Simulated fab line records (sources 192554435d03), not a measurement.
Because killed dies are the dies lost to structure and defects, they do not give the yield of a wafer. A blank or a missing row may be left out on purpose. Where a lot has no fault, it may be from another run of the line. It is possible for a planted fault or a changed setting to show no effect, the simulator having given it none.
fab line records | flow n5_finfet
record: lots: 12 wafers: 31 last_day: 19
route steps=1938 shown BEOL_M5@1179 BEOL_M6@1194 PASSIVATION@1936
lots with no fault: from the same line, run without faults
start_h: hours from the record's first day to the start of the lot's first wafer shown | wait_h: hours from the lot's prior step to this one | " unchanged from the row above | L1.1+2: several wafers, shown together as one row | - no value, or no start given | * or withheld: withheld | < > ~ a bound
route shown NAME@n: names a module that has steps shown in the file, with the first one's number in the route | usual: the fault-free wafers' mean and standard deviation | same: alike in all rows | chamber/n: place in a boat | sites: readings site by site | _std_site: the values' standard deviation | _edge_site: mean of outer sites minus mean of inner sites | radius_mm: how far each site lies from the wafer's centre | mask NAME#n: copy n | behind: tool/chamber where the wafer was last shaped | hold: what put the lot on hold/how long, in hours/how the hold closed | device: which transistor (n, p or np) failed to switch | end of line: tests of these same wafers at the route's end | a step without rows: its recipe alone | killed: dies lost to structure and defects at the first sort, not the wafer's yield | map: shows each die of a wafer: x if killed, . if not, _ if none is there
set.NAME: setting as actually run; set.NAME@STEP: the setting as run at that earlier step | model.NAME: the simulator's own value behind a step, which no gauge read
the route's steps for a sample of lots (tables are steps, rows are wafers)
services: when a tool's chamber went out of use (start_h, in hours from the record's first day, below 0 if earlier), for how many hours, and the reason
== steps ==
step: N5_BEOL_M5_SPUTTER_83
recipe: material: Cu target_thk_a: 150 temp_c: -20 chamber_pressure_pa: 0.07 power_w: withheld time_s: 27.62
usual: chuck_gas_flow_sccm: 1.26/0.048 throttle_valve_pct: 30.2/1.4
columns lot.wafer tool chamber start_h wait_h chuck_gas_flow_sccm throttle_valve_pct
L493.1 pvd_sputter-03 - 238.82 0.5 1.23 28.9
L493.5 " - " " 1.34 29.2
L494.3 pvd_sputter-03 - 243.24 0.5 1.29 29.8
L494.6 " - " " 1.20 28.9
L492.1 pvd_sputter-02 - 249.28 0.5 1.24 30.2
L492.5 " - " " 1.22 30.3
L492.6 " - " " 1.27 31.4
L497.1 pvd_sputter-02 - 258.95 0.5 1.28 28.6
L497.2 " - " " 1.31 31.2
L497.4 " - " " 1.25 30.2
L496.1 pvd_sputter-01 - 260.32 0.5 1.33 31.0
L496.3 " - " " 1.28 28.3
L496.4 " - " " 1.28 32.9
L495.1 pvd_sputter-01 - 265.78 0.5 1.21 31.0
L495.2 " - " " 1.29 32.5
L498.2 pvd_sputter-01 - 270.82 0.5 1.27 30.7
L498.5 " - " " 1.27 31.0
L500.2 pvd_sputter-02 - 282.89 0.5 1.33 29.0
L500.6 " - " " 1.33 31.7
L505.1 pvd_sputter-01 - 315.64 0.5 1.24 28.6
L505.3 " - " " 1.27 31.2
L505.5 " - " " 1.23 30.8
L508.3 pvd_sputter-01 - 333.34 0.5 1.31 28.7
L508.4 " - " " 1.17 31.1
L508.5 " - " " 1.18 32.4
L510.1 pvd_sputter-02 - 335.03 0.5 1.24 30.2
L510.2 " - " " 1.24 28.7
L510.5 " - " " 1.18 31.3
L512.3 pvd_sputter-02 - 358.26 0.5 1.27 29.7
L512.5 " - " " 1.27 31.3
L512.6 " - " " 1.28 28.9
step: N5_BEOL_M5_ANNEAL_84
recipe: temp_c: 400 time_s: 1800 ambient: vacuum
usual: heater_power_w: 863/88
columns lot.wafer tool chamber start_h wait_h heater_power_w
L493.1 pvd_sputter-03 - 238.90 0.0 866
L493.5 " - " " 911
L494.3 pvd_sputter-03 - 243.32 0.0 844
L494.6 " - " " 866
L492.1 pvd_sputter-02 - 249.36 0.0 764
L492.5 " - " " 765
L492.6 " - " " 931
L497.1 pvd_sputter-02 - 259.03 0.0 789
L497.2 " - " " 791
L497.4 " - " " 772
L496.1 pvd_sputter-01 - 260.40 0.0 1090
L496.3 " - " " 862
L496.4 " - " " 847
L495.1 pvd_sputter-01 - 265.86 0.0 1067
L495.2 " - " " 834
L498.2 pvd_sputter-01 - 270.90 0.0 1069
L498.5 " - " " 1073
L500.2 pvd_sputter-02 - 282.97 0.0 806
L500.6 " - " " 806
L505.1 pvd_sputter-01 - 315.72 0.0 854
L505.3 " - " " 1085
L505.5 " - " " 1084
L508.3 pvd_sputter-01 - 333.42 0.0 865
L508.4 " - " " 1055
L508.5 " - " " 854
L510.1 pvd_sputter-02 - 335.11 0.0 747
L510.2 " - " " 787
L510.5 " - " " 815
L512.3 pvd_sputter-02 - 358.34 0.0 757
L512.5 " - " " 782
L512.6 " - " " 792
step: N5_BEOL_M5_PRE_CLEAN_77
recipe: gas: NH3/H2 time_s: 15 temp_c: * rf_power_w: 300
usual: heater_power_w: 94/28
columns lot.wafer tool chamber start_h wait_h heater_power_w
L493.1 cvd_co-01 2 241.82 0.0 67
L493.5 " 0 " " 71
L494.3 cvd_co-02 1 246.25 0.0 122
L494.6 " 2 " " 66
L492.1 cvd_co-01 1 252.28 0.0 137
L492.5 " 1 " " 137
L492.6 " 0 " " 71
L497.1 cvd_co-01 1 261.95 0.0 139
L497.2 " 2 " " 68
L497.4 " 2 " " 68
L496.1 cvd_co-01 2 263.33 0.0 69
L496.3 " 0 " " 71
L496.4 " 1 " " 136
L495.1 cvd_co-01 2 268.79 0.0 70
L495.2 " 0 " " 70
L498.2 cvd_co-02 0 273.82 0.0 111
L498.5 " 1 " " 124
L500.2 cvd_co-01 1 285.89 0.0 139
L500.6 " 1 " " 136
L505.1 cvd_co-01 0 319.48 0.2 70
L505.3 " 1 " " 136
L505.5 " 1 " " 136
L508.3 cvd_co-01 2 336.38 0.1 69
L508.4 " 0 " " 72
L508.5 " 2 " " 68
L510.1 cvd_co-02 1 338.13 0.0 119
L510.2 " 2 " " 68
L510.5 " 2 " " 69
L512.3 cvd_co-02 0 361.27 0.0 114
L512.5 " 1 " " 125
L512.6 " 2 " " 68
step: N5_BEOL_M5_INSPECT_58
recipe: inspect_instrument: darkfield mode: post_dep
usual: raw_defect_count: 77/25
columns lot.wafer tool chamber start_h wait_h raw_defect_count
L493.1 defect_inspect-01 - 242.07 0.0 38
L493.5 " - " " 45
L494.3 defect_inspect-02 - 246.50 0.0 57
L494.6 " - " " 67
L492.1 defect_inspect-01 - 252.53 0.0 80
L492.5 " - " " 64
L492.6 " - " " 91
L497.1 defect_inspect-01 - 262.20 0.0 86
L497.2 " - " " 93
L497.4 " - " " 50
L496.1 defect_inspect-02 - 263.61 0.0 118
L496.3 " - " " 125
L496.4 " - " " 142
L495.1 defect_inspect-01 - 269.04 0.0 145
L495.2 " - " " 66
L498.2 defect_inspect-02 - 274.10 0.0 79
L498.5 " - " " 85
L500.2 defect_inspect-02 - 286.17 0.0 79
L500.6 " - " " 88
L505.1 defect_inspect-01 - 319.84 0.1 710
L505.3 " - " " 674
L505.5 " - " " 677
L508.3 defect_inspect-02 - 336.67 0.0 708
L508.4 " - " " 664
L508.5 " - " " 662
L510.1 defect_inspect-01 - 338.38 0.0 72
L510.2 " - " " 62
L510.5 " - " " 99
L512.3 defect_inspect-02 - 361.52 0.0 101
L512.5 " - " " 139
L512.6 " - " " 101
step: N5_BEOL_M6_ILD_DEP_00
recipe: material: SiCOH_lowk target_thk_a: 1797.5 temp_c: 300 precursor: DEMS/porogen pressure_torr: 5 rf_w: 500 time_s: 33.4
usual: heater_power_w: 338/67 showerhead_plenum_p_Torr: 5.743/0.015 throttle_valve_pct: 14.1/0.77
columns lot.wafer tool chamber start_h wait_h heater_power_w showerhead_plenum_p_Torr throttle_valve_pct
L493.1 pecvd-03 1 242.11 0.0 268 5.757 14.1
L493.5 " 1 " " 271 5.742 14.0
L494.3 pecvd-04 0 246.53 0.0 391 5.698 13.2
L494.6 " 2 " " 383 5.714 12.6
L492.1 pecvd-04 0 252.57 0.0 336 5.722 13.5
L492.5 " 0 " " 344 5.714 13.5
L492.6 " 2 " " 349 5.741 13.0
L497.1 pecvd-01 0 262.24 0.0 322 5.747 15.0
L497.2 " 1 " " 425 5.733 15.2
L497.4 " 0 " " 332 5.759 14.9
L496.1 pecvd-01 2 263.65 0.0 433 5.748 13.6
L496.3 " 0 " " 300 5.748 15.0
L496.4 " 2 " " 430 5.748 13.6
L495.1 pecvd-04 0 269.08 0.0 332 5.714 13.5
L495.2 " 1 " " 266 5.748 15.0
L498.2 pecvd-01 1 274.14 0.0 497 5.744 15.2
L498.5 " 2 " " 398 5.740 13.7
L500.2 pecvd-03 0 286.21 0.0 291 5.749 14.0
L500.6 " 1 " " 269 5.747 14.2
L505.1 pecvd-04 0 319.88 0.0 345 5.718 13.5
L505.3 " 2 " " 347 5.728 13.0
L505.5 " 0 " " 344 5.726 13.7
L508.3 pecvd-01 2 336.70 0.0 406 5.745 13.8
L508.4 " 2 " " 404 5.745 13.8
L508.5 " 0 " " 282 5.769 14.9
L510.1 pecvd-04 0 338.42 0.0 386 5.720 13.5
L510.2 " 2 " " 393 5.722 12.9
L510.5 " 0 " " 401 5.712 13.8
L512.3 pecvd-01 2 361.55 0.0 441 5.731 13.6
L512.5 " 1 " " 481 5.737 15.4
L512.6 " 0 " " 321 5.758 14.9
step: N5_BEOL_M6_INSPECT_13
recipe: mode: adi inspect_instrument: brightfield
usual: raw_defect_count: 454/100
columns lot.wafer tool chamber start_h wait_h raw_defect_count
L493.1 defect_inspect-02 - 245.37 0.0 356
L493.5 " - " " 477
L494.3 defect_inspect-01 - 248.60 0.0 340
L494.6 " - " " 344
L492.1 defect_inspect-01 - 255.98 0.0 401
L492.5 " - " " 325
L492.6 " - " " 366
L497.1 defect_inspect-01 - 263.82 0.0 422
L497.2 " - " " 398
L497.4 " - " " 267
L496.1 defect_inspect-02 - 266.76 0.0 644
L496.3 " - " " 868
L496.4 " - " " 652
L495.1 defect_inspect-02 - 271.91 0.0 492
L495.2 " - " " 455
L498.2 defect_inspect-01 - 276.03 0.0 440
L498.5 " - " " 417
L500.2 defect_inspect-01 - 288.84 0.0 376
L500.6 " - " " 355
L505.1 defect_inspect-01 - 322.42 0.0 1060
L505.3 " - " " 999
L505.5 " - " " 913
L508.3 defect_inspect-01 - 340.01 0.0 1191
L508.4 " - " " 972
L508.5 " - " " 1080
L510.1 defect_inspect-02 - 340.47 0.0 427
L510.2 " - " " 349
L510.5 " - " " 416
L512.3 defect_inspect-02 - 363.20 0.0 517
L512.5 " - " " 555
L512.6 " - " " 629
step: N5_PASSIVATION_PROBE_49
usual: defect_limited_yield: 91.2/1.4 killed_at_M0_to_M3: 34/9.3 killed_at_M4_up: 14/5.9 killed_at_contacts: 14/5.7 killed_at_front_end: 38/10 killed_at_other: 4/3.2 killed_dies: 104/17 killed_on_rim: 14/4 killed_open: 67/13 killed_short: 33/6.9 sort_bin_5_function: 5.2/1 sort_bin_6_memory: 3.3/0.61 sort_bin_8_speed: 0.3/1.8 sort_n_pass: 1069/52 sort_yield_pct: 91/4.4
same: gross_dies: 1180 killed_at_back_side: 0 sort_bin_4_leakage[%]: 0
columns lot.wafer tool chamber start_h wait_h defect_limited_yield[%] killed_at_M0_to_M3 killed_at_M4_up killed_at_contacts killed_at_front_end killed_at_other killed_dies killed_on_rim killed_open killed_short sort_bin_5_function[%] sort_bin_6_memory[%] sort_bin_8_speed[%] sort_n_pass sort_yield_pct[%]
L494.3 prober-01 - 332.25 0.1 92.5 27 14 15 31 2 89 12 55 32 4.4 2.9 0 1091 92
L494.6 prober-01 - 332.40 0.3 94.2 22 4 11 30 2 69 7 48 19 3.0 2.5 0 1107 94
L493.1 prober-01 - 335.93 0.0 91.1 22 25 13 40 5 105 14 66 34 5.7 2.7 0.1 1074 91
L493.5 prober-01 - 336.13 0.2 90.4 58 12 17 24 2 113 22 73 36 6.0 3.3 0 1067 90
L492.1 prober-02 - 349.74 0.8 90.4 36 12 11 44 10 113 10 63 42 6.3 3.0 0 1067 90
L492.5 prober-02 - 349.94 1.0 93.0 30 12 3 36 2 83 12 51 27 3.7 3.0 0 1097 93
L492.6 prober-02 - 349.99 1.0 92.5 33 8 12 34 1 88 8 58 26 3.8 3.3 0 1092 93
L496.1 prober-02 - 354.79 0.0 92.5 20 10 13 44 1 88 17 59 26 4.1 2.8 0 1092 93
L496.3 prober-02 - 354.89 0.1 89.4 38 18 15 51 3 125 21 74 45 5.9 4.2 0 1055 89
L496.4 prober-02 - 354.94 0.2 91.6 35 9 13 35 7 99 14 64 28 5.0 3.2 0 1081 92
L497.1 prober-01 - 354.91 0.0 92.5 25 22 12 30 0 89 14 58 29 4.0 3.3 0 1091 92
L497.2 prober-01 - 354.96 0.1 91.4 35 16 13 37 1 102 15 66 33 4.4 3.7 0 1078 91
L497.4 prober-01 - 355.06 0.2 93.1 20 19 23 18 1 81 10 52 28 4.1 2.5 0 1099 93
L495.1 prober-01 - 363.21 0.0 90.3 44 12 17 39 3 115 11 81 33 5.2 4.2 0 1065 90
L495.2 prober-01 - 363.26 0.1 90.0 31 11 26 50 0 118 15 73 39 5.7 3.9 0 1062 90
L498.2 prober-01 - 372.00 0.1 91.4 35 8 5 50 4 102 12 65 34 4.7 3.7 0 1078 91
L498.5 prober-01 - 372.15 0.2 90.9 36 11 7 51 2 107 13 62 40 4.7 4.0 0 1073 91
L500.2 prober-01 - 376.28 0.1 90.7 28 21 20 40 1 110 16 73 27 5.9 3.1 0 1070 91
L500.6 prober-01 - 376.48 0.3 90.5 43 16 16 34 3 112 16 75 34 5.4 3.7 0 1068 91
L505.1 prober-02 - 416.73 0.0 82.2 47 85 11 35 32 210 39 76 32 11.2 4.3 0 970 82
L505.3 prober-02 - 416.83 0.1 84.1 49 68 18 21 32 188 33 63 38 9.9 4.6 0 992 84
L505.5 prober-02 - 416.93 0.2 84.9 48 76 7 44 3 178 28 75 39 7.9 4.6 0 1002 85
L510.1 prober-01 - 428.67 0.0 91.2 28 8 21 37 10 104 15 63 29 5.3 3.3 0 1076 91
L510.2 prober-01 - 428.72 0.1 91.1 45 13 15 28 4 105 14 67 33 5.6 3.1 0 1075 91
L510.5 prober-01 - 428.87 0.2 92.0 35 12 12 32 3 94 16 57 31 4.5 2.8 0 1086 92
L508.3 prober-01 - 431.67 0.1 86.4 40 74 21 24 2 161 35 61 27 7.9 4.1 0 1019 86
L508.4 prober-01 - 431.72 0.2 84.3 36 83 7 25 34 185 48 55 33 10.7 3.6 0 995 84
L508.5 prober-01 - 431.77 0.2 86.4 31 66 6 30 28 161 39 63 19 8.5 3.5 0 1019 86
L512.3 prober-01 - 461.94 0.9 93.9 23 21 14 12 2 72 12 53 17 3.6 2.2 0 1108 94
L512.5 prober-01 - 462.04 1.0 91.7 29 17 18 32 2 98 12 67 28 4.8 3.2 0 1082 92
L512.6 prober-01 - 462.09 1.0 93.0 26 14 9 31 3 83 10 56 27 4.2 2.7 0 1097 93
killed by level:class
L494.3 MOL_CONTACT_COAG:geometric_particle:open=11 BEOL_M4:geometric_particle:open=7 FIN_SAQP:geometric_particle:short=6 DUMMY_GATE:geometric_particle:open=5 BEOL_M3:geometric_particle:open=5 BEOL_M0_SAQP:geometric_particle:open=5 GATE_CUT:geometric_particle:short=4 BEOL_M0_SAQP:geometric_particle:short=4
L494.6 MOL_CONTACT_COAG:geometric_particle:open=11 BEOL_M3:geometric_particle:open=8 GATE_CUT:geometric_particle:short=6 ILD0:geometric_particle:open=4 BEOL_M0_SAQP:geometric_particle:short=4 BEOL_M0_SAQP:geometric_particle:open=4 STARTING-WAFER:geometric_particle:open=4 STI_FIN_REVEAL:geometric_particle:open=3
L493.1 BEOL_M4:geometric_particle:open=12 STI_FIN_REVEAL:geometric_particle:open=11 MOL_CONTACT_COAG:geometric_particle:open=8 FIN_SAQP:geometric_particle:open=6 BEOL_M0_SAQP:geometric_particle:open=5 BEOL_M1:geometric_particle:open=5 BEOL_M3:geometric_particle:open=5 STI_FIN_REVEAL:geometric_particle:short=4
L493.5 BEOL_M3:geometric_particle:open=17 MOL_CONTACT_COAG:geometric_particle:open=15 BEOL_M0_SAQP:geometric_particle:open=10 BEOL_M0_SAQP:geometric_particle:short=7 BEOL_M1:geometric_particle:open=6 BEOL_M2:geometric_particle:short=6 DUMMY_GATE:geometric_particle:open=5 BEOL_M4:geometric_particle:open=5
L492.1 FIN_SAQP:geometric_particle:short=17 FIN_SAQP:geometric_particle:open=16 MOL_CONTACT_COAG:geometric_particle:open=9 BEOL_M2:geometric_particle:open=7 BEOL_M0_SAQP:geometric_particle:open=6 BEOL_M3:geometric_particle:open=6 PASSIVATION:area_etch=6 GATE_CUT:geometric_particle:short=4
L492.5 FIN_SAQP:geometric_particle:open=13 BEOL_M1:geometric_particle:open=7 FIN_SAQP:geometric_particle:short=6 BEOL_M0_SAQP:geometric_particle:short=6 BEOL_M3:geometric_particle:open=6 DUMMY_GATE:geometric_particle:open=3 BEOL_M0_SAQP:geometric_particle:open=3 BEOL_M1:geometric_particle:short=3
L492.6 FIN_SAQP:geometric_particle:open=16 MOL_CONTACT_COAG:geometric_particle:open=10 FIN_SAQP:geometric_particle:short=7 BEOL_M3:geometric_particle:open=7 BEOL_M1:geometric_particle:open=5 BEOL_M0_SAQP:geometric_particle:short=4 BEOL_M2:geometric_particle:open=4 BEOL_M1:geometric_particle:short=3
L496.1 FIN_SAQP:geometric_particle:short=12 FIN_SAQP:geometric_particle:open=8 STI_FIN_REVEAL:geometric_particle:open=8 MOL_CONTACT_COAG:geometric_particle:open=7 DUMMY_GATE:geometric_particle:open=6 MOL_CONTACT_COAG:geometric_particle:short=6 BEOL_M1:geometric_particle:open=5 BEOL_M4:geometric_particle:open=5
L496.3 FIN_SAQP:geometric_particle:short=19 FIN_SAQP:geometric_particle:open=12 MOL_CONTACT_COAG:geometric_particle:open=12 BEOL_M1:geometric_particle:open=11 STI_FIN_REVEAL:geometric_particle:open=8 BEOL_M0_SAQP:geometric_particle:short=6 DUMMY_GATE:geometric_particle:open=5 BEOL_M2:geometric_particle:open=4
L497.1 MOL_CONTACT_COAG:geometric_particle:open=10 BEOL_M4:geometric_particle:open=9 FIN_SAQP:geometric_particle:open=8 BEOL_M0_SAQP:geometric_particle:open=7 DUMMY_GATE:geometric_particle:open=5 BEOL_M0_SAQP:geometric_particle:short=5 STARTING-WAFER:geometric_particle:short=5 FIN_CUT:geometric_particle:open=3
L496.4 MOL_CONTACT_COAG:geometric_particle:open=12 STI_FIN_REVEAL:geometric_particle:open=9 FIN_SAQP:geometric_particle:open=7 BEOL_M1:geometric_particle:open=7 FIN_SAQP:geometric_particle:short=6 BEOL_M3:geometric_particle:short=5 BEOL_M3:geometric_particle:open=4 BEOL_M0_SAQP:geometric_particle:open=3
L497.2 MOL_CONTACT_COAG:geometric_particle:open=11 BEOL_M2:geometric_particle:open=10 BEOL_M1:geometric_particle:open=9 FIN_SAQP:geometric_particle:open=7 FIN_SAQP:geometric_particle:short=6 BEOL_M4:geometric_particle:open=5 STI_FIN_REVEAL:geometric_particle:open=4 BEOL_M0_SAQP:geometric_particle:short=4
L497.4 MOL_CONTACT_COAG:geometric_particle:open=22 BEOL_M0_SAQP:geometric_particle:short=10 BEOL_M4:geometric_particle:open=7 BEOL_M4:geometric_particle:short=4 FIN_SAQP:geometric_particle:open=3 DUMMY_GATE:geometric_particle:open=3 STARTING-WAFER:geometric_particle:open=3 BEOL_M8:geometric_particle:open=3
L495.1 MOL_CONTACT_COAG:geometric_particle:open=14 BEOL_M2:geometric_particle:open=11 BEOL_M3:geometric_particle:open=10 FIN_SAQP:geometric_particle:short=7 STI_FIN_REVEAL:geometric_particle:open=7 BEOL_M0_SAQP:geometric_particle:open=7 FIN_SAQP:geometric_particle:open=5 GATE_CUT:geometric_particle:short=5
L495.2 MOL_CONTACT_COAG:geometric_particle:open=23 FIN_SAQP:geometric_particle:open=15 FIN_SAQP:geometric_particle:short=13 BEOL_M2:geometric_particle:open=7 STI_FIN_REVEAL:geometric_particle:open=5 BEOL_M0_SAQP:geometric_particle:short=5 BEOL_M0_SAQP:geometric_particle:open=4 BEOL_M3:geometric_particle:short=4
L498.2 FIN_SAQP:geometric_particle:open=18 BEOL_M2:geometric_particle:open=11 FIN_SAQP:geometric_particle:short=7 DUMMY_GATE:geometric_particle:open=7 BEOL_M0_SAQP:geometric_particle:open=5 BEOL_M1:geometric_particle:open=5 BEOL_M0_SAQP:geometric_particle:short=4 GATE_CUT:geometric_particle:short=4
L498.5 BEOL_M0_SAQP:geometric_particle:open=12 FIN_SAQP:geometric_particle:short=10 FIN_SAQP:geometric_particle:open=9 DUMMY_GATE:geometric_particle:open=8 BEOL_M3:geometric_particle:open=6 STI_FIN_REVEAL:geometric_particle:open=5 GATE_CUT:geometric_particle:short=5 MOL_CONTACT_COAG:geometric_particle:open=5
L500.2 MOL_CONTACT_COAG:geometric_particle:open=17 BEOL_M2:geometric_particle:open=9 BEOL_M4:geometric_particle:open=8 SD_EPI_N:area_etch=7 STI_FIN_REVEAL:geometric_particle:open=6 BEOL_M3:geometric_particle:open=6 FIN_SAQP:geometric_particle:short=5 BEOL_M8:geometric_particle:open=5
L500.6 BEOL_M2:geometric_particle:open=13 MOL_CONTACT_COAG:geometric_particle:open=12 FIN_SAQP:geometric_particle:open=8 BEOL_M0_SAQP:geometric_particle:open=8 BEOL_M3:geometric_particle:open=8 BEOL_M4:geometric_particle:open=7 ILD0:geometric_particle:short=7 BEOL_M0_SAQP:geometric_particle:short=7
L505.1 BEOL_M5:unspecified=68 PASSIVATION:area_etch=32 STI_FIN_REVEAL:geometric_particle:open=13 BEOL_M3:geometric_particle:open=12 BEOL_M0_SAQP:geometric_particle:open=9 MOL_CONTACT_COAG:geometric_particle:open=8 BEOL_M5:geometric_particle:open=7 FIN_SAQP:geometric_particle:short=6
L505.3 BEOL_M5:unspecified=59 PASSIVATION:area_etch=22 MOL_CONTACT_COAG:geometric_particle:open=17 BEOL_M1:geometric_particle:open=16 BEOL_M0_SAQP:geometric_particle:short=9 BEOL_M2:geometric_particle:open=7 BEOL_M1:geometric_particle:short=6 GATE_CUT:geometric_particle:short=4
L505.5 BEOL_M5:unspecified=60 FIN_SAQP:geometric_particle:open=10 STI_FIN_REVEAL:geometric_particle:open=9 BEOL_M3:geometric_particle:open=9 BEOL_M0_SAQP:geometric_particle:short=8 BEOL_M0_SAQP:geometric_particle:open=8 BEOL_M2:geometric_particle:open=8 FIN_SAQP:geometric_particle:short=7
L510.1 MOL_CONTACT_COAG:geometric_particle:open=15 BEOL_M2:geometric_particle:open=10 FIN_SAQP:geometric_particle:open=7 GATE_CUT:geometric_particle:short=7 BEOL_M3:geometric_particle:open=6 PASSIVATION:area_etch=6 FIN_CUT:geometric_particle:short=5 MOL_CONTACT_COAG:geometric_particle:short=5
L510.2 BEOL_M2:geometric_particle:open=15 MOL_CONTACT_COAG:geometric_particle:open=11 BEOL_M3:geometric_particle:open=10 BEOL_M1:geometric_particle:open=8 FIN_SAQP:geometric_particle:short=5 BEOL_M0_SAQP:geometric_particle:short=5 STI_FIN_REVEAL:geometric_particle:open=5 BEOL_M4:geometric_particle:open=5
L510.5 FIN_SAQP:geometric_particle:open=8 MOL_CONTACT_COAG:geometric_particle:open=8 BEOL_M0_SAQP:geometric_particle:open=8 BEOL_M3:geometric_particle:open=6 BEOL_M0_SAQP:geometric_particle:short=5 STARTING-WAFER:geometric_particle:short=5 FIN_SAQP:geometric_particle:short=4 STI_FIN_REVEAL:geometric_particle:open=4
L508.3 BEOL_M5:unspecified=55 MOL_CONTACT_COAG:area_etch=17 BEOL_M1:geometric_particle:open=9 BEOL_M0_SAQP:geometric_particle:short=8 BEOL_M0_SAQP:geometric_particle:open=8 BEOL_M4:geometric_particle:open=8 BEOL_M2:geometric_particle:open=7 DUMMY_GATE:geometric_particle:open=5
L508.4 BEOL_M5:unspecified=67 PASSIVATION:area_etch=27 BEOL_M1:geometric_particle:open=9 BEOL_M0_SAQP:geometric_particle:short=7 BEOL_M4:geometric_particle:open=7 MOL_CONTACT_COAG:geometric_particle:open=5 BEOL_M0_SAQP:geometric_particle:open=5 STARTING-WAFER:geometric_particle:open=5
L508.5 BEOL_M5:unspecified=50 PASSIVATION:area_etch=22 STI_FIN_REVEAL:geometric_particle:open=9 BEOL_M4:geometric_particle:open=8 BEOL_M2:geometric_particle:open=7 FIN_SAQP:geometric_particle:open=6 MOL_CONTACT_COAG:geometric_particle:open=5 BEOL_M0:geometric_particle:open=5
L512.3 MOL_CONTACT_COAG:geometric_particle:open=13 BEOL_M2:geometric_particle:open=10 BEOL_M4:geometric_particle:open=8 BEOL_M0_SAQP:geometric_particle:open=4 BEOL_M0_SAQP:geometric_particle:short=4 BEOL_M8:geometric_particle:open=3 BEOL_M6:geometric_particle:open=3 STI_FIN_REVEAL:geometric_particle:open=2
L512.5 MOL_CONTACT_COAG:geometric_particle:open=16 BEOL_M0_SAQP:geometric_particle:open=11 BEOL_M4:geometric_particle:open=9 BEOL_M0_SAQP:geometric_particle:short=8 STI_FIN_REVEAL:geometric_particle:open=7 STARTING-WAFER:geometric_particle:short=5 BEOL_M3:geometric_particle:open=3 BEOL_M5:geometric_particle:open=3
L512.6 BEOL_M0_SAQP:geometric_particle:open=8 BEOL_M2:geometric_particle:open=8 FIN_SAQP:geometric_particle:open=7 MOL_CONTACT_COAG:geometric_particle:open=6 BEOL_M4:geometric_particle:open=5 STI_FIN_REVEAL:geometric_particle:open=4 BEOL_M0_SAQP:geometric_particle:short=4 FIN_SAQP:geometric_particle:short=3
== services ==
columns tool chamber start_h hours kind
pecvd-03 - 246.62 0.8 repair
pecvd-04 2 262.03 15.0 repair
pecvd-04 - 269.34 2.8 pm
pecvd-04 2 281.82 5.5 scheduled_down
pecvd-01 2 284.92 5.5 scheduled_down
pecvd-03 1 314.33 5.5 scheduled_down
cvd_co-02 - 318.65 1.4 repair
cvd_co-01 0 330.47 4.0 repair
cvd_co-01 1 334.43 - clean
cvd_co-01 1 334.43 22.0 scheduled_down
cvd_co-01 1 334.43 22.0 vent_cycle
cvd_co-01 0 352.63 1.8 repair
pecvd-01 1 355.77 5.0 repair
== key ==
first_sign: step: N5_BEOL_M5_INSPECT_58 reading: raw_defect_count direction: up sigmas: 24 usual: 77 struck: 682
effect: step: N5_BEOL_M6_INSPECT_13 reading: raw_defect_count direction: up sigmas: 5.8 usual: 454 struck: 1036
effect: step: N5_PASSIVATION_PROBE_49 reading: killed_at_M4_up direction: up sigmas: 10 usual: 14 struck: 75
more_kills_born_at: N5_BEOL_M5_PRE_CLEAN_77@cvd_co-01: 359
met_at N5_BEOL_M5_PRE_CLEAN_77
struck_lots L505,L508
baseline_loss: step: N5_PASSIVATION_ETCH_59 wafers: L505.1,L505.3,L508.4
baseline_loss: step: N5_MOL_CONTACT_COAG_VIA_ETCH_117 wafers: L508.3
baseline_loss: step: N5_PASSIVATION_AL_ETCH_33 wafers: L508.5
not_acting_at N5_BEOL_M5_SPUTTER_83,N5_BEOL_M5_ANNEAL_84,N5_BEOL_M6_ILD_DEP_00
onset_between 285.89 319.48
fault: kind: chamber_particle_source tool: cvd_co-01 chamber: - onset_h: 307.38 steps: N5_BEOL_M5_PRE_CLEAN_77 rate_per_visit_cm2: 0.95613 end_h: 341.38
baseline_loss: these wafers lose ten dies or more at that step, a loss of the line's own and not of a fault; the sort's usual values leave them out
